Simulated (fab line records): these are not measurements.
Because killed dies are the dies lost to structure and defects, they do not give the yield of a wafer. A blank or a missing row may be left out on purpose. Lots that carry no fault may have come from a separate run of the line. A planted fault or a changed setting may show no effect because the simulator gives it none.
Chamber matching    flow n5 finfet    N5_FIN_SAQP_ETCH_51 on rie diel-01 has 4 sister chambers
The step etches SiARC in CF4, target depth 45.5 nm, time 75.8 s. 4 wafers are shown with their chamber, then 11 later ones without.

## WAFERS WITH THEIR CHAMBER
wafer   chamber  showerhead plenum p Torr (Torr)
L084.4  1        2.10
L086.1  0        2.23
L086.5  2        2.07
L087.1  3        2.11

## WAFERS MISSING THEIR CHAMBER
wafer   showerhead plenum p Torr (Torr)
L087.2  2.07
L087.5  2.11
L089.1  2.11
L089.2  2.10
L089.3  2.07
L089.4  2.07
L089.5  2.11
L089.6  2.10
L097.2  2.09
L097.3  2.06
L097.6  2.09

## WHICH CHAMBER EACH ONE RAN IN
wafer   from the rows above           in truth
L087.2  2                             2
L087.5  can't be placed: 3 or 1       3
L089.1  can't be placed: 3 or 1       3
L089.2  can't be placed: 1 or 3       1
L089.3  2                             2
L089.4  2                             2
L089.5  can't be placed: 3 or 1       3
L089.6  can't be placed: 1 or 3       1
L097.2  can't be placed: 1 or 2 or 3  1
L097.3  2                             2
L097.6  can't be placed: 1 or 2 or 3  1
Correct placement for 4 of the 11. These rows do not allow placing 7 (true chamber among the candidates in 7). Number placed wrongly: 0.
How it was worked out, from the rows above alone: a wafer's distance from a chamber is the root of the sum, over the readings, of the square of ((its reading less the chamber's mean) divided by the reading's scatter). If the next closest chamber is less than 2 further off than the closest, the wafer can't be placed; otherwise it belongs to the closest. The mean given for a chamber averages the wafers shown for that chamber. The scatter: with one shown wafer a chamber, the root of the mean of the squares of how far each hidden wafer lies from its nearest shown one.
